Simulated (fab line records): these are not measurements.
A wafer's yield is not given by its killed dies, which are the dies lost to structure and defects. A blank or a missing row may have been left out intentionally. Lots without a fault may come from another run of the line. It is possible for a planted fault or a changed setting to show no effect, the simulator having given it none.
Comparing a struck lot with a sound one	flow nandHarc	12 out of 1302 route steps
Sound: wafers L400.1, L400.3, L400.6. Struck: wafers L406.1, L406.2, L406.4. At the end, the cause is stated.
Order at every step that has rows: each side's tool, ch and its chambers, its first start. Under that, the readings that differ: sound wafers	struck wafers	difference of the means	sigmas: that difference in standard deviations of wafers without a fault.
alike: readings with means less than 2 such deviations apart, plus words and numbers identical on both sides. not compared: withheld readings, readings lacking a value on some wafer, bounds such as >300 that could conceal the same value, and numbers that have no deviation in the record and whose values overlap.
The two part at a step that has a row with sigmas, a row that says differs or no value, or rows on one side only. Numbers that have no deviation but don't overlap get no sigmas and don't part them. A reading missing from all wafers of one side parts the sides only when that side holds two or more wafers.

first, 3 steps without rows for these wafers: NHARC_A_STAIRCASE_PEB_439 (peb time 130 s); NHARC_A_STAIRCASE_DEVELOP_440 (time 140 s); NHARC_A_STAIRCASE_HARDBAKE_442 (time 140 s).
NHARC_A_STAIRCASE_DESCUM_443: chemistry O2, time 3 s.
  sound on rieDiel-11 ch 1,3, day 20 04:10; struck on rieDiel-11 ch 0,1,3, day 22 23:56
  alike: drypumpMotorCurrentA, oesProductAu, rfVppV, showerheadPlenumPTorr, throttleValvePct
  not compared: rfHoursCounterH
NHARC_A_STAIRCASE_ETCH_444: etches the open film in C4F8/O2, target depth 20400 nm, time 6800 s.
  sound on rieDiel-11 ch 1,3, day 20 04:43; struck on rieDiel-11 ch 1,2,3, day 23 00:20
  alike: oesProductAu, rfVppV
  not compared: rfHoursCounterH
NHARC_A_STAIRCASE_STRIP_446: strips in O2.
  sound on plasmaAsher-01 ch 0,1, day 20 08:35; struck on plasmaAsher-02 ch 0,1, day 23 04:41
  alike: drypumpMotorCurrentA, heaterPowerW
  not compared: rfHoursCounterH
then, 3 steps without rows for these wafers: NHARC_A_STAIRCASE_STRIP_447 (strips in SPM, time 900 s); NHARC_A_STAIRCASE_PRECLEAN_448 (cleans in SC1); NHARC_A_STAIRCASE_SRD_449.
NHARC_A_STAIRCASE_CMP_450: polishes SiO2, target thk 200 nm.
  sound on cmp-03 ch 1,2,3, day 20 09:29; struck on cmp-01 ch 0,1,3, day 23 05:29
  alike: edgeZonePressureFrac, motorCurrentA, slurryFlowMlMin
NHARC_A_STAIRCASE_CMP_152: polishes.
  sound on cmp-03 ch 1,2,3, day 20 09:34; struck on cmp-01 ch 0,1,3, day 23 05:33
  no value came back on the struck wafers for edgeZonePressureFrac, motorCurrentA (A), slurryFlowMlMin; on the sound wafers edgeZonePressureFrac reads 0.995 0.990 1.007
-- break in the record here, with 5 days between the starts of the struck wafers on either side (left off in module A_STAIRCASE, picked up again in module END, where the first step shown is number 1302 on the route) --
NHARC_END_SORT_01:
  sound on prober-01 ch 0, day 25 15:10; struck on prober-02 ch 0, day 28 08:28
reading	sound	struck	difference	sigmas
hold	- - -	awaitDispo/2.1h/scrap awaitDispo/2.1h/scrap awaitDispo/2.1h/scrap	no value on the sound wafers	
killedAtArray	43 50 37	672 671 674	+629	+37
killedDies	46 53 43	677 677 677	+630	+37
  alike: killedAtOther, killedAtPeriphery, killedOpen, killedShort

WHERE THEY PART
At NHARC_A_STAIRCASE_CMP_152 first; at NHARC_END_SORT_01 last (within this record only).

WHY: what the simulator had put in
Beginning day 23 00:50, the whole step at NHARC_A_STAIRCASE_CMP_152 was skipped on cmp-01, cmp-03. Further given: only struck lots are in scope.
